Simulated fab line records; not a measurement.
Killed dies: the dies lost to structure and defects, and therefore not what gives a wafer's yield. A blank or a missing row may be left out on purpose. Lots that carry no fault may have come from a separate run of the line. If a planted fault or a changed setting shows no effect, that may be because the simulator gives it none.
fab line records ; flow n5_finfet
record lots=4; wafers=12; last_day=17
route steps=1938 shown BEOL_M12@1627 BEOL_M13@1659 BEOL_M15@1830 PASSIVATION@1936
lots with no fault: from the same line, run without faults
start_h: hours from the record's first day to the start of the lot's first wafer shown ; wait_h: time in hours since the lot's previous step ; " identical to the entry in the row above ; L1.1+2: one row covering several wafers at once ; - no value present, or no start provided ; * or withheld: withheld ; < > ~ a bound
route shown NAME@n: names a module that has steps shown in the file, with the first one's number in the route ; usual: mean and standard deviation over wafers with no fault ; same: alike in all rows ; chamber/n: place in a boat ; sites: each site's reading ; _std_site: standard deviation of those values ; _edge_site: outer sites' mean less inner sites' ; radius_mm: for every site, how far away it sits from the centre of the wafer ; mask NAME#n: copy n ; behind: tool/chamber where the wafer was last shaped ; hold: reason for holding the lot/hours on hold/outcome of the hold ; device: names the non-switching transistor (n, p or np) ; end of line: tests run on the same wafers once the route is complete ; a step given without rows: its recipe and nothing more ; killed: the dies lost at the first sort to structure and to defects; this is not the yield of the wafer ; map: a wafer's dies, marking killed ones x, the rest . and places with no die _
set.NAME: the setting the step ran with; set.NAME@STEP: the setting that earlier step ran with ; model.NAME: the simulator's own value behind a step, which no gauge read
lots at some steps of the route; a table a step, a row a wafer
services: from which hour (start_h, from the record's first day; less than 0 if before it) a tool's chamber was out of use, for how many hours, and why
## steps
# step N5_BEOL_M12_SOFTBAKE_23
# recipe temp_c=130; time_s=60
# step N5_BEOL_M12_EXPOSE_25
# recipe mask_id=M12; na=0.93; source_shape=conventional; sigma_outer=0.4; polarization=unpolarized; dose_mj=21.8
# step N5_BEOL_M12_PEB_26
# recipe peb_temp_c=130; peb_time_s=90
# step N5_BEOL_M12_DEVELOP_27
# recipe develop_time_s=45; rinse_liquid=diw; dry=air_spin; dev_temp_c=21
# step N5_BEOL_M12_HARDBAKE_32
# recipe temp_c=130; time_s=120
# step N5_BEOL_M12_DESCUM_33
# recipe chemistry=O2; time_s=7.9; source_power_w=50; bias_power_w=20; pressure_mtorr=20; rf_frequency_hz=2.712e+07; temp_c=40; o2_flow_sccm=225
# step N5_BEOL_M12_ETCH_67
# recipe chemistry=CF4; target=SiARC; target_depth_a=1430; time_s=238.3; ion_energy_ev=80; pressure_mtorr=40; source_w=545; bias_w=36; Ar_flow_sccm=100; cf4_flow_sccm=100; ends=cleared
# step N5_BEOL_M12_ETCH_68
# recipe chemistry=N2/H2; target=SOC; mask_material=SiARC; source_w=3000; bias_w=350; temp_c=40; time_s=285; ion_energy_ev=200; pressure_mtorr=30; n2_flow_sccm=200; h2_flow_sccm=200
# step N5_BEOL_M12_STRIP_69
# recipe chemistry=N2/H2; temp_c=40; n2_flow_sccm=200; h2_flow_sccm=200; rf_frequency_hz=6e+07
# step N5_BEOL_M12_TRENCH_ETCH_34
# recipe chemistry=C4F8/O2/Ar; target=SiOC; target_depth_a=3189.5; mask_material=SOC; pressure_mtorr=30; source_w=3000; bias_w=700; Ar_flow_sccm=400; C4F8_flow_sccm=15; O2_flow_sccm=8; he_inner_torr=15; he_outer_torr=30; time_s=125.5; ion_energy_ev=250
# usual O2_flow_sccm=8.002/0.024; drypump_motor_current_A=5.9/0.41; oes_product_au=0.77/0.077; rf_vpp_V=664.9/2.4; showerhead_plenum_p_Torr=3.41/0.083; throttle_valve_pct=24.27/0.29
lot.wafer;tool;chamber;start_h;wait_h;O2_flow_sccm;drypump_motor_current_A;oes_product_au;rf_hours_counter_h;rf_vpp_V;showerhead_plenum_p_Torr;throttle_valve_pct;model.etch.depth_nm
L657.1;rie_diel-01;1;270.31;0.0;7.983;5.9;0.69;204;660.7;3.28;24.31;318.3
L657.4;rie_diel-01;1;270.31;0.0;8.010;5.9;0.69;-;661.0;3.28;24.33;317.5
L657.6;rie_diel-01;0;270.31;0.0;7.968;6.4;0.75;-;666.4;3.52;24.24;312.8
L664.1;rie_diel-01;3;318.44;0.0;8.000;6.2;0.91;15;661.3;3.35;24.23;291.8
L664.4;rie_diel-01;2;318.44;0.0;8.034;6.2;0.83;82;667.2;3.46;24.39;288.2
L664.5;rie_diel-01;2;318.44;0.0;8.035;6.2;0.83;-;666.9;3.46;24.42;290.2
L663.2;rie_diel-01;2;338.79;0.0;7.982;6.2;0.82;90;666.2;3.46;24.41;292.3
L663.4;rie_diel-01;0;338.79;0.0;7.992;6.4;0.72;-;667.7;3.50;24.28;283.6
L663.6;rie_diel-01;1;338.79;0.0;8.029;5.9;0.68;-;660.4;3.27;24.33;285.8
L673.3;rie_diel-03;3;388.86;0.0;8.020;6.4;0.79;148;661.6;3.28;23.83;330.5
L673.4;rie_diel-03;2;388.86;0.0;7.997;5.4;0.67;248;663.2;3.35;23.95;313.5
L673.6;rie_diel-03;1;388.86;0.0;7.993;5.5;0.74;-;664.4;3.43;24.48;315.2
# step N5_BEOL_M12_STRIP_70
# recipe chemistry=C4F8/O2/Ar; resist=SiARC; rf_frequency_hz=6e+07
# step N5_BEOL_M12_OCD_MEAS_35
# usual trench_depth_nm=319/6.7
lot.wafer;tool;chamber;start_h;wait_h;trench_depth_nm
L657.1;ocd-02;-;270.46;0.0;318
L657.4;ocd-02;-;270.46;0.0;317
L657.6;ocd-02;-;270.46;0.0;312
L664.1;ocd-01;-;318.59;0.0;292
L664.4;ocd-01;-;318.59;0.0;288
L664.5;ocd-01;-;318.59;0.0;290
L663.2;ocd-02;-;338.95;0.0;292
L663.4;ocd-02;-;338.95;0.0;284
L663.6;ocd-02;-;338.95;0.0;286
L673.3;ocd-01;-;389.02;0.0;331
L673.4;ocd-01;-;389.02;0.0;313
L673.6;ocd-01;-;389.02;0.0;315
# step N5_BEOL_M12_STRIP_37
# recipe chemistry=N2/H2; power_w=1000; temp_c=250; h2_frac=0.65; overash_fraction=0.3; pressure_mtorr=withheld; n2_flow_sccm=1750; h2_flow_sccm=3250
# step N5_BEOL_M12_ETCH_38
# recipe chemistry=CF4/N2; target=SiCN; target_depth_a=687; taper_deg=2; time_s=73.4; ion_energy_ev=150; mask_material=SiO2; pressure_mtorr=40; source_w=430; bias_w=70; Ar_flow_sccm=100; cf4_flow_sccm=60; n2_flow_sccm=60
# step N5_BEOL_M12_PRECLEAN_39
# recipe chemistry=residue_remover; time_s=60; temp_c=40
# step N5_BEOL_M12_SRD_40
# recipe time_s=30; temp_c=23; rinse_liquid=diw; dry=n2_spin; spin_rpm=1500; dry_time_s=30
# step N5_BEOL_M12_DEGAS_41
# recipe ambient=vacuum; temp_c=250; time_s=60
# step N5_BEOL_M12_PRE_CLEAN_42
# recipe gas=H2/He; time_s=30; temp_c=250
# step N5_BEOL_M12_SPUTTER_43
# recipe material=TaN; target_thk_a=150; temp_c=50; bias_v=168.6; power_w=15000; chamber_pressure_pa=0.12; time_s=24.19
# step N5_BEOL_M12_SPUTTER_44
# recipe material=Ta; target_thk_a=100; temp_c=50; bias_v=80; power_w=15000; chamber_pressure_pa=0.07; time_s=16.13
# step N5_BEOL_M12_SPUTTER_45
# recipe material=Cu; target_thk_a=800; temp_c=-20; bias_v=60; power_w=26000; chamber_pressure_pa=0.13; time_s=13.33
# step N5_BEOL_M12_ECD_47
# recipe material=Cu; target_thk_a=7200
# step N5_BEOL_M12_ANNEAL_48
# recipe temp_c=225; time_s=90; ambient=N2
# step N5_BEOL_M12_CMP_49
# recipe stop_on=SiOC; t_overpolish_s=20.6; down_force_psi=1; platen_rpm=50; clearing_platen_down_force_psi=1.5; clearing_platen_rpm=50; post_cmp_clean=cu_alkaline; target_thk_nm=320; clearing_platen_pad_velocity_m_s=0.99484; pad_velocity_m_s=0.99484
# usual barrier_field_endpoint_s=30.7/0.8; motor_current_A=6.2/0.43; overpolish_run_s=20.599/0.0099
lot.wafer;tool;chamber;start_h;wait_h;barrier_field_endpoint_s;motor_current_A;overpolish_run_s;model.Cu_of_BEOL_M12_ECD_47.thk_nm
L657.1;cmp-04;1;273.75;0.3;31.0;5.9;20.593;319
L657.4;cmp-04;3;273.75;0.3;30.8;6.3;20.599;317.4
L657.6;cmp-04;2;273.75;0.3;30.5;5.7;20.585;312
L664.4;cmp-02;2;321.20;0.1;30.8;6.8;20.599;290.4
L664.1;cmp-02;0;321.20;0.1;29.2;6.1;20.600;291.2
L664.5;cmp-02;3;321.20;0.1;31.3;5.3;20.621;292.4
L663.2;cmp-04;2;340.42;0.3;29.9;5.6;20.589;294.2
L663.4;cmp-04;3;340.42;0.3;30.0;6.4;20.598;283
L663.6;cmp-04;0;340.42;0.3;31.0;6.2;20.594;286.2
L673.4;cmp-02;1;390.87;0.1;32.3;6.8;20.588;316
L673.3;cmp-02;3;390.87;0.1;32.6;5.2;20.584;332.2
L673.6;cmp-02;2;390.87;0.1;32.8;6.3;20.603;317.2
# step N5_BEOL_M12_THK_MEAS_50
# recipe thk_meas_gauge=xrf; reads=Cu_of_BEOL_M12_ECD_47
# usual M12_THK=324/7.4
lot.wafer;tool;chamber;start_h;wait_h;M12_THK[nm]
L657.1;film_metro-01;-;274.05;-;321
L657.4;film_metro-01;-;274.05;-;320
L657.6;film_metro-01;-;274.05;-;315
L664.1;film_metro-01;-;321.49;-;293
L664.4;film_metro-01;-;321.49;-;293
L664.5;film_metro-01;-;321.49;-;295
L663.2;film_metro-02;-;340.64;-;298
L663.4;film_metro-02;-;340.64;-;287
L663.6;film_metro-02;-;340.64;-;290
L673.3;film_metro-01;-;391.16;-;335
L673.4;film_metro-01;-;391.16;-;319
L673.6;film_metro-01;-;391.16;-;321
# step N5_BEOL_M12_PRE_CLEAN_52
# recipe gas=NH3; time_s=15; temp_c=withheld; rf_power_w=300
# step N5_BEOL_M12_DEP_53
# recipe material=SiCN; target_thk_a=300; temp_c=withheld; precursor=3MS/NH3; pressure_torr=3; rf_w=675; time_s=10.5
# step N5_BEOL_M12_RS_MEAS_54
# recipe thk_meas_gauge=four-point-probe; reads=Cu_of_BEOL_M12_ECD_47+Ta_of_BEOL_M12_SPUTTER_44+TaN_of_BEOL_M12_SPUTTER_43
# usual M12_RS=0.0599/0.0013
lot.wafer;tool;chamber;start_h;wait_h;M12_RS[ohm/sq]
L657.1;film_metro-02;-;274.17;0.0;0.0602
L657.4;film_metro-02;-;274.17;0.0;0.0606
L657.6;film_metro-02;-;274.17;0.0;0.0616
L664.1;film_metro-02;-;321.62;0.0;0.0662
L664.4;film_metro-02;-;321.62;0.0;0.0664
L664.5;film_metro-02;-;321.62;0.0;0.0659
L663.2;film_metro-02;-;340.78;0.1;0.0655
L663.4;film_metro-02;-;340.78;0.1;0.0682
L663.6;film_metro-02;-;340.78;0.1;0.0674
L673.3;film_metro-01;-;391.29;0.0;0.0577
L673.4;film_metro-01;-;391.29;0.0;0.0607
L673.6;film_metro-01;-;391.29;0.0;0.0606
# step N5_BEOL_M13_ILD_DEP_00
# recipe material=SiOC; target_thk_a=8379.2; temp_c=350; precursor=DEMS/O2; pressure_torr=5; rf_w=500; time_s=166.4
# step N5_BEOL_M13_COAT_58
# recipe resist=BARC; temp_c=205; time_s=60; spin_rpm=1500; resist_thk_nm=89
# step N5_BEOL_M13_COAT_04
# recipe spin_rpm=1625; resist_thk_nm=400
# step N5_BEOL_M13_EBR_06
# recipe solvent=PGMEA; ebr_width_mm=1.5
# step N5_BEOL_M13_SOFTBAKE_05
# recipe temp_c=130; time_s=60
# step N5_BEOL_M13_EXPOSE_07
# recipe mask_id=V12; na=0.93; source_shape=conventional; sigma_outer=0.6; polarization=unpolarized; attpsm_phase_deg=180; dose_mj=24.8
# step N5_BEOL_M13_PEB_08
# recipe peb_temp_c=130; peb_time_s=90
# step N5_BEOL_M13_DEVELOP_09
# recipe develop_time_s=45; rinse_liquid=diw; dry=air_spin; dev_temp_c=21
# step N5_BEOL_M13_HARDBAKE_14
# recipe temp_c=130; time_s=120
# step N5_BEOL_M15_RC_MEAS_101
# usual COMB_M10=1.4e-11/3.6e-12; COMB_M11=1.4e-11/3.2e-12; COMB_M12=6.2e-12/1.4e-12; COMB_M13=4.6e-12/1e-12; COMB_M14=3.5e-12/7.1e-13; COMB_M15=2.1e-12/4.7e-13; COMB_M5=3.5e-11/7.4e-12; COMB_M6=2.6e-11/5.8e-12; COMB_M6_max_site=3.8e-11/9.7e-12; COMB_M7=2.5e-11/5.2e-12; COMB_M8=2.6e-11/5.3e-12; COMB_M9=1.4e-11/3.3e-12; SERP_M10=3.08/0.13; SERP_M11=3.10/0.097; SERP_M13=0.311/0.0098; SERP_M14=0.164/0.0078; SERP_M5=39.7/2.1; SERP_M6=14.3/0.76; SERP_M7=13.9/0.65; SERP_M8=14.0/0.75; SERP_M9=3.10/0.12
lot.wafer;tool;chamber;start_h;wait_h;COMB_M10[S/m];COMB_M11[S/m];COMB_M12[S/m];COMB_M13[S/m];COMB_M14[S/m];COMB_M15[S/m];COMB_M5[S/m];COMB_M6[S/m];COMB_M6_max_site[S/m];COMB_M7[S/m];COMB_M8[S/m];COMB_M9[S/m];SERP_M10[ohm/um];SERP_M11[ohm/um];SERP_M13[ohm/um];SERP_M14[ohm/um];SERP_M5[ohm/um];SERP_M6[ohm/um];SERP_M7[ohm/um];SERP_M8[ohm/um];SERP_M9[ohm/um]
L657.1;prober-02;0;299.25;0.0;2.3e-11;1.3e-11;1.01e-11;4.5e-12;4.3e-12;2e-12;3.7e-11;3.7e-11;4.3e-11;2.8e-11;2.3e-11;1.7e-11;2.91;3.08;0.306;0.161;39.7;14.0;14.0;14.8;2.98
L657.4;prober-02;0;299.25;0.0;1.7e-11;2.2e-11;9.9e-12;5.2e-12;3.4e-12;1.8e-12;3.7e-11;2.3e-11;3.3e-11;2.1e-11;1.5e-11;1.7e-11;2.96;3.04;0.301;0.151;41.5;14.6;14.7;14.9;3.06
L657.6;prober-02;0;299.25;0.0;2.1e-11;1.7e-11;6.4e-12;4.5e-12;3.9e-12;3.5e-12;4.1e-11;4.2e-11;5.7e-11;2.2e-11;2.5e-11;1.7e-11;2.98;3.08;0.306;0.158;40.7;14.3;15.1;13.2;2.92
L664.1;prober-01;0;339.48;0.0;1.5e-11;1.6e-11;7.5e-12;4.1e-12;3.5e-12;1.6e-12;3.1e-11;3e-11;3.4e-11;2.1e-11;2.2e-11;1.1e-11;2.98;3.08;0.324;0.172;37.1;15.5;14.1;16.0;3.05
L664.4;prober-01;0;339.48;0.0;1.2e-11;1.5e-11;4.8e-12;4.7e-12;3e-12;1.4e-12;2.9e-11;3e-11;3.5e-11;1.8e-11;2.9e-11;1.2e-11;3.28;3.11;0.313;0.156;38.5;14.2;13.7;15.3;3.00
L664.5;prober-01;0;339.48;0.0;1.1e-11;1.5e-11;5.5e-12;3.8e-12;4.5e-12;1.9e-12;2.2e-11;3.5e-11;6.8e-11;2.4e-11;3e-11;1.6e-11;3.01;3.10;0.324;0.152;38.8;13.9;13.6;14.4;3.15
L663.2;prober-01;0;356.83;0.2;1.4e-11;1.6e-11;5.9e-12;4.4e-12;4.5e-12;2.3e-12;2.7e-11;2.3e-11;3e-11;2.5e-11;1.9e-11;1.4e-11;3.08;3.18;0.307;0.164;36.0;14.9;13.5;15.0;3.21
L663.4;prober-01;0;356.83;0.2;1.3e-11;1.6e-11;6.6e-12;4.8e-12;2.6e-12;1.9e-12;3.4e-11;2e-11;3.8e-11;1.8e-11;2.6e-11;1.2e-11;2.95;3.18;0.301;0.162;34.6;15.6;12.5;15.4;3.04
L663.6;prober-01;0;356.83;0.2;1.5e-11;2.1e-11;6e-12;4.8e-12;2.5e-12;2.4e-12;4e-11;2.2e-11;2.6e-11;1.9e-11;2.4e-11;1.7e-11;3.19;3.13;0.304;0.156;37.6;14.1;13.2;15.0;3.22
L673.3;prober-01;0;406.51;0.3;1.3e-11;1.1e-11;7.1e-12;7.1e-12;2.7e-12;1.5e-12;4.3e-11;4.2e-11;6e-11;2.1e-11;2.3e-11;1.8e-11;3.06;3.12;0.308;0.161;43.2;14.9;14.5;13.5;3.10
L673.4;prober-01;0;406.51;0.3;1.7e-11;1e-11;7.3e-12;4.1e-12;5.6e-12;1.2e-12;3.5e-11;3.3e-11;4.2e-11;2.2e-11;1.8e-11;1.4e-11;3.21;3.04;0.314;0.160;41.0;14.8;14.1;13.6;3.03
L673.6;prober-01;0;406.51;0.3;1.6e-11;1.4e-11;6.9e-12;4.7e-12;3.7e-12;2.2e-12;3e-11;1.9e-11;2.6e-11;3.4e-11;2.6e-11;1.3e-11;2.94;3.12;0.311;0.160;41.8;14.0;13.1;13.8;3.14
# step N5_PASSIVATION_PROBE_49
# usual killed_at_M0_to_M3=33/11; killed_at_M4_up=13/5.2; killed_at_contacts=11/5.7; killed_at_front_end=39/11; killed_at_other=4/3; killed_dies=101/20; killed_open=66/15; killed_short=33/8.4
# same gross_dies=1180; killed_at_back_side=0
lot.wafer;tool;chamber;start_h;wait_h;killed_at_M0_to_M3;killed_at_M4_up;killed_at_contacts;killed_at_front_end;killed_at_other;killed_dies;killed_open;killed_short
L657.1;prober-01;-;315.61;0.0;53;8;11;28;5;105;63;40
L657.4;prober-01;-;315.76;0.2;22;9;19;21;2;73;53;20
L657.6;prober-01;-;315.86;0.3;45;8;9;34;1;97;63;33
L673.3;prober-02;-;419.49;0.1;62;29;7;44;2;144;105;38
L673.4;prober-02;-;419.54;0.2;28;15;6;35;1;85;55;30
L673.6;prober-02;-;419.64;0.3;33;13;17;44;4;111;71;38
# killed by level:class
L657.1 BEOL_M0_SAQP:geometric_particle:short=12 BEOL_M2:geometric_particle:open=10 BEOL_M0_SAQP:geometric_particle:open=8 MOL_CONTACT_COAG:geometric_particle:open=8 BEOL_M1:geometric_particle:open=8 DUMMY_GATE:geometric_particle:open=7 GATE_CUT:geometric_particle:short=5 BEOL_M2:geometric_particle:short=4
L657.4 MOL_CONTACT_COAG:geometric_particle:open=17 FIN_SAQP:geometric_particle:open=5 DUMMY_GATE:geometric_particle:open=5 BEOL_M0_SAQP:geometric_particle:open=5 BEOL_M0_SAQP:geometric_particle:short=5 BEOL_M4:geometric_particle:short=5 BEOL_M1:geometric_particle:open=4 GATE_CUT:geometric_particle:open=3
L657.6 BEOL_M3:geometric_particle:open=12 BEOL_M2:geometric_particle:open=11 MOL_CONTACT_COAG:geometric_particle:open=8 FIN_SAQP:geometric_particle:short=6 BEOL_M0_SAQP:geometric_particle:open=6 BEOL_M1:geometric_particle:open=6 FIN_SAQP:geometric_particle:open=5 DUMMY_GATE:geometric_particle:open=5
L673.3 BEOL_M2:geometric_particle:open=17 BEOL_M1:geometric_particle:open=13 BEOL_M4:geometric_particle:open=12 FIN_SAQP:geometric_particle:short=9 BEOL_M0_SAQP:geometric_particle:short=9 BEOL_M3:geometric_particle:open=9 STI_FIN_REVEAL:geometric_particle:open=8 MOL_CONTACT_COAG:geometric_particle:open=7
L673.4 FIN_SAQP:geometric_particle:short=9 BEOL_M0_SAQP:geometric_particle:open=8 FIN_SAQP:geometric_particle:open=7 STI_FIN_REVEAL:geometric_particle:open=6 BEOL_M0_SAQP:geometric_particle:short=6 BEOL_M2:geometric_particle:open=6 MOL_CONTACT_COAG:geometric_particle:open=5 BEOL_M1:geometric_particle:open=5
L673.6 FIN_SAQP:geometric_particle:open=13 MOL_CONTACT_COAG:geometric_particle:open=10 BEOL_M2:geometric_particle:open=8 STI_FIN_REVEAL:geometric_particle:open=7 BEOL_M1:geometric_particle:open=7 FIN_SAQP:geometric_particle:short=6 BEOL_M5:geometric_particle:open=6 DUMMY_GATE:geometric_particle:open=5
## services
tool;chamber;start_h;hours;kind
rie_diel-01;3;255.63;-;clean
rie_diel-01;3;255.63;-;consumable_replace:focus_ring
rie_diel-01;3;255.63;20.5;scheduled_down
rie_diel-01;3;255.63;20.5;vent_cycle
cmp-02;-;258.41;2.0;repair
cmp-02;-;262.26;0.8;repair
cmp-04;-;276.78;0.6;repair
cmp-04;-;296.31;1.8;repair
cmp-02;-;325.52;3.7;pm
rie_diel-01;3;330.01;15.9;repair
cmp-04;-;341.81;5.5;pm
rie_diel-01;0;343.02;22.2;repair
cmp-04;-;383.28;0.5;repair
## key
first_sign step=N5_BEOL_M12_OCD_MEAS_35; reading=trench_depth_nm; direction=down; sigmas=4.6; usual=319; struck=289
effect step=N5_BEOL_M12_THK_MEAS_50; reading=M12_THK; direction=down; sigmas=4.2; usual=324; struck=293
effect step=N5_BEOL_M12_RS_MEAS_54; reading=M12_RS; direction=up; sigmas=5; usual=0.0599; struck=0.0666
model_effect step=N5_BEOL_M12_TRENCH_ETCH_34; value=etch.depth_nm; without=318.3; struck=288.7
model_effect step=N5_BEOL_M12_CMP_49; value=Cu_of_BEOL_M12_ECD_47.thk_nm; without=319.1; struck=289.6
met_at N5_BEOL_M12_TRENCH_ETCH_34
struck_wafers L663.2,L663.4,L663.6,L664.1,L664.4,L664.5
tester_left_out L663,L664
onset_between 270.31 318.44
earlier_fault kind=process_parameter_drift; tool=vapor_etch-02; chamber=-; onset_h=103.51; steps=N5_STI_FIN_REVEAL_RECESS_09; channel=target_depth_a; offset=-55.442; shape=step; acts_in=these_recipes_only; stated=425
fault kind=process_parameter_drift; tool=rie_diel-01; chamber=-; onset_h=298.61; steps=N5_BEOL_M12_TRENCH_ETCH_34; channel=target_depth_a; offset=-296.31; shape=step; acts_in=these_recipes_only; stated=3189.5
# tester_left_out: of these lots the tester's yield and bins aren't shown, on N5 and GAA mostly nor the transistor test; their killed dies are dies lost to structure and defects alone, not to doping, threshold or leakage, so they don't give the yield
